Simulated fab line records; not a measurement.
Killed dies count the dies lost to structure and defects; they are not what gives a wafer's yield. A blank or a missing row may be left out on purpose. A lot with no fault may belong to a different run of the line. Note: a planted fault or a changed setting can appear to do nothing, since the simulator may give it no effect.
Matching of chambers :: flow n5_finfet :: rie_diel-01 running N5_GATE_CUT_DESCUM_18: 4 sister chambers
The step chemistry O2, time 7 s. 14 wafers are shown with their chamber, then 7 later ones without.

== EACH WAFER AND ITS CHAMBER ==
wafer: L075.1
chamber: 3
drypump_motor_current_A (A): 5.15
showerhead_plenum_p_Torr (Torr): 2.14
throttle_valve_pct (%): 20.65

wafer: L075.2
chamber: 1
drypump_motor_current_A (A): 5.49
showerhead_plenum_p_Torr (Torr): 2.17
throttle_valve_pct (%): 20.39

wafer: L075.3
chamber: 0
drypump_motor_current_A (A): 5.40
showerhead_plenum_p_Torr (Torr): 2.02
throttle_valve_pct (%): 20.54

wafer: L079.1
chamber: 0
drypump_motor_current_A (A): 5.41
showerhead_plenum_p_Torr (Torr): 2.02
throttle_valve_pct (%): 20.57

wafer: L079.4
chamber: 2
drypump_motor_current_A (A): 5.74
showerhead_plenum_p_Torr (Torr): 2.16
throttle_valve_pct (%): 20.84

wafer: L079.6
chamber: 0
drypump_motor_current_A (A): 5.42
showerhead_plenum_p_Torr (Torr): 2.02
throttle_valve_pct (%): 20.55

wafer: L082.1
chamber: 1
drypump_motor_current_A (A): 5.51
showerhead_plenum_p_Torr (Torr): 2.16
throttle_valve_pct (%): 20.37

wafer: L082.2
chamber: 2
drypump_motor_current_A (A): 5.72
showerhead_plenum_p_Torr (Torr): 2.16
throttle_valve_pct (%): 20.86

wafer: L082.6
chamber: 1
drypump_motor_current_A (A): 5.51
showerhead_plenum_p_Torr (Torr): 2.16
throttle_valve_pct (%): 20.38

wafer: L087.1
chamber: 0
drypump_motor_current_A (A): 5.42
showerhead_plenum_p_Torr (Torr): 2.01
throttle_valve_pct (%): 20.58

wafer: L087.5
chamber: 1
drypump_motor_current_A (A): 5.49
showerhead_plenum_p_Torr (Torr): 2.16
throttle_valve_pct (%): 20.40

wafer: L087.6
chamber: 3
drypump_motor_current_A (A): 5.16
showerhead_plenum_p_Torr (Torr): 2.13
throttle_valve_pct (%): 20.67

wafer: L089.1
chamber: 0
drypump_motor_current_A (A): 5.43
showerhead_plenum_p_Torr (Torr): 2.01
throttle_valve_pct (%): 20.58

wafer: L089.3
chamber: 3
drypump_motor_current_A (A): 5.14
showerhead_plenum_p_Torr (Torr): 2.13
throttle_valve_pct (%): 20.66

SIGNATURES (means of the wafers above)
reading: drypump_motor_current_A
chamber 0: 5.4160
chamber 1: 5.5000
chamber 2: 5.7300
chamber 3: 5.1500
scatter within a chamber: 0.0115

reading: showerhead_plenum_p_Torr
chamber 0: 2.0160
chamber 1: 2.1625
chamber 2: 2.1600
chamber 3: 2.1333
scatter within a chamber: 0.00512

reading: throttle_valve_pct
chamber 0: 20.5640
chamber 1: 20.3850
chamber 2: 20.8500
chamber 3: 20.6600
scatter within a chamber: 0.0149
Rule: a wafer lies at a distance from a chamber equal to the root of the sum of squares, over the readings, of (its reading less the chamber's mean, divided by the reading's scatter). The wafer belongs to the nearest chamber; if the next one is less than 2 further off, it can't be placed. How the scatter is found: for the shown wafers, subtract from each reading the mean of its chamber, square and add these, divide the total by (wafers less chambers), then take the root.

== WAFERS WITHOUT THEIR CHAMBER ==
wafer: L089.4
drypump_motor_current_A (A): 5.71
showerhead_plenum_p_Torr (Torr): 2.15
throttle_valve_pct (%): 20.88

wafer: L096.1
drypump_motor_current_A (A): 5.18
showerhead_plenum_p_Torr (Torr): 2.13
throttle_valve_pct (%): 20.68

wafer: L096.4
drypump_motor_current_A (A): 5.76
showerhead_plenum_p_Torr (Torr): 2.15
throttle_valve_pct (%): 20.90

wafer: L096.6
drypump_motor_current_A (A): 5.17
showerhead_plenum_p_Torr (Torr): 2.13
throttle_valve_pct (%): 20.70

wafer: L097.1
drypump_motor_current_A (A): 5.73
showerhead_plenum_p_Torr (Torr): 2.15
throttle_valve_pct (%): 20.89

wafer: L097.2
drypump_motor_current_A (A): 5.16
showerhead_plenum_p_Torr (Torr): 2.13
throttle_valve_pct (%): 20.70

wafer: L097.3
drypump_motor_current_A (A): 5.41
showerhead_plenum_p_Torr (Torr): 2.01
throttle_valve_pct (%): 20.60

== WHICH CHAMBER EACH ONE RAN IN ==
wafer: L089.4
from the rows above: 2
in truth: 2

wafer: L096.1
from the rows above: 3
in truth: 3

wafer: L096.4
from the rows above: 2
in truth: 2

wafer: L096.6
from the rows above: 3
in truth: 3

wafer: L097.1
from the rows above: 2
in truth: 2

wafer: L097.2
from the rows above: 3
in truth: 3

wafer: L097.3
from the rows above: 0
in truth: 0
7 of 7 placed correctly. Number that these rows cannot place: 0. Wrongly placed: 0.
